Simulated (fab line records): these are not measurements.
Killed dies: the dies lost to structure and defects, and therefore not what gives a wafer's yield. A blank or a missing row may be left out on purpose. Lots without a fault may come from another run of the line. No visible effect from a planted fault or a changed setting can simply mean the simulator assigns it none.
Matching of chambers :: flow n5-finfet :: 4 sister chambers for N5_MOL_CONTACT_COAG_ETCH_65 on rie-diel-03
The step etches underlayer in N2/H2, target depth 13 nm, time 10.4 s. 18 wafers are shown with their chamber, then 9 later ones without.

## WAFERS PAIRED WITH THEIR CHAMBERS
wafer: L075.1
chamber: 2
showerhead-plenum-p-Torr (Torr): 2.70
throttle-valve-pct (%): 17.4
oes-product-au (a.u.): 0.79

wafer: L075.3
chamber: 1
showerhead-plenum-p-Torr (Torr): 2.44
throttle-valve-pct (%): 17.5
oes-product-au (a.u.): 0.66

wafer: L075.6
chamber: 2
showerhead-plenum-p-Torr (Torr): 2.70
throttle-valve-pct (%): 17.4
oes-product-au (a.u.): 0.79

wafer: L077.1
chamber: 3
showerhead-plenum-p-Torr (Torr): 2.54
throttle-valve-pct (%): 18.1
oes-product-au (a.u.): 0.63

wafer: L077.2
chamber: 0
showerhead-plenum-p-Torr (Torr): 2.62
throttle-valve-pct (%): 18.1
oes-product-au (a.u.): 0.60

wafer: L077.5
chamber: 0
showerhead-plenum-p-Torr (Torr): 2.62
throttle-valve-pct (%): 18.1
oes-product-au (a.u.): 0.59

wafer: L078.1
chamber: 2
showerhead-plenum-p-Torr (Torr): 2.70
throttle-valve-pct (%): 17.4
oes-product-au (a.u.): 0.78

wafer: L078.3
chamber: 1
showerhead-plenum-p-Torr (Torr): 2.44
throttle-valve-pct (%): 17.5
oes-product-au (a.u.): 0.65

wafer: L078.5
chamber: 3
showerhead-plenum-p-Torr (Torr): 2.54
throttle-valve-pct (%): 18.1
oes-product-au (a.u.): 0.63

wafer: L080.1
chamber: 1
showerhead-plenum-p-Torr (Torr): 2.44
throttle-valve-pct (%): 17.5
oes-product-au (a.u.): 0.66

wafer: L080.4
chamber: 2
showerhead-plenum-p-Torr (Torr): 2.70
throttle-valve-pct (%): 17.4
oes-product-au (a.u.): 0.78

wafer: L080.6
chamber: 1
showerhead-plenum-p-Torr (Torr): 2.44
throttle-valve-pct (%): 17.5
oes-product-au (a.u.): 0.65

wafer: L087.1
chamber: 2
showerhead-plenum-p-Torr (Torr): 2.69
throttle-valve-pct (%): 17.4
oes-product-au (a.u.): 0.75

wafer: L087.2
chamber: 1
showerhead-plenum-p-Torr (Torr): 2.43
throttle-valve-pct (%): 17.5
oes-product-au (a.u.): 0.64

wafer: L087.3
chamber: 0
showerhead-plenum-p-Torr (Torr): 2.61
throttle-valve-pct (%): 18.1
oes-product-au (a.u.): 0.58

wafer: L090.3
chamber: 2
showerhead-plenum-p-Torr (Torr): 2.69
throttle-valve-pct (%): 17.5
oes-product-au (a.u.): 0.75

wafer: L090.4
chamber: 3
showerhead-plenum-p-Torr (Torr): 2.53
throttle-valve-pct (%): 18.2
oes-product-au (a.u.): 0.62

wafer: L090.6
chamber: 1
showerhead-plenum-p-Torr (Torr): 2.43
throttle-valve-pct (%): 17.5
oes-product-au (a.u.): 0.64

SIGNATURES, as means of the wafers listed above
reading: showerhead-plenum-p-Torr
chamber 0: 2.6167
chamber 1: 2.4367
chamber 2: 2.6967
chamber 3: 2.5367
scatter within a chamber: 0.00535

reading: throttle-valve-pct
chamber 0: 18.100
chamber 1: 17.500
chamber 2: 17.417
chamber 3: 18.133
scatter within a chamber: 0.0327

reading: oes-product-au
chamber 0: 0.5900
chamber 1: 0.6500
chamber 2: 0.7733
chamber 3: 0.6267
scatter within a chamber: 0.0131
Rule: a wafer lies at a distance from a chamber equal to the root of the sum of squares, over the readings, of (its reading less the chamber's mean, divided by the reading's scatter). If the next closest chamber is less than 2 further off than the closest, the wafer can't be placed; otherwise it belongs to the closest. The scatter: take each reading less its chamber's mean, square it, sum over the shown wafers, divide by the number of wafers less the number of chambers, and take the root.

## WAFERS WHOSE CHAMBER IS MISSING
wafer: L091.1
showerhead-plenum-p-Torr (Torr): 2.61
throttle-valve-pct (%): 18.2
oes-product-au (a.u.): 0.58

wafer: L091.2
showerhead-plenum-p-Torr (Torr): 2.43
throttle-valve-pct (%): 17.5
oes-product-au (a.u.): 0.64

wafer: L091.6
showerhead-plenum-p-Torr (Torr): 2.43
throttle-valve-pct (%): 17.5
oes-product-au (a.u.): 0.63

wafer: L092.1
showerhead-plenum-p-Torr (Torr): 2.43
throttle-valve-pct (%): 17.5
oes-product-au (a.u.): 0.62

wafer: L092.2
showerhead-plenum-p-Torr (Torr): 2.61
throttle-valve-pct (%): 18.2
oes-product-au (a.u.): 0.57

wafer: L092.3
showerhead-plenum-p-Torr (Torr): 2.69
throttle-valve-pct (%): 17.5
oes-product-au (a.u.): 0.74

wafer: L093.3
showerhead-plenum-p-Torr (Torr): 2.61
throttle-valve-pct (%): 18.2
oes-product-au (a.u.): 0.58

wafer: L093.4
showerhead-plenum-p-Torr (Torr): 2.53
throttle-valve-pct (%): 18.2
oes-product-au (a.u.): 0.61

wafer: L093.6
showerhead-plenum-p-Torr (Torr): 2.43
throttle-valve-pct (%): 17.5
oes-product-au (a.u.): 0.63

## EACH ONE'S CHAMBER
wafer: L091.1
from the rows above: 0
in truth: 0

wafer: L091.2
from the rows above: 1
in truth: 1

wafer: L091.6
from the rows above: 1
in truth: 1

wafer: L092.1
from the rows above: 1
in truth: 1

wafer: L092.2
from the rows above: 0
in truth: 0

wafer: L092.3
from the rows above: 2
in truth: 2

wafer: L093.3
from the rows above: 0
in truth: 0

wafer: L093.4
from the rows above: 3
in truth: 3

wafer: L093.6
from the rows above: 1
in truth: 1
Correct placement for 9 of the 9. Can't be placed from these rows: 0. Wrongly placed: 0.
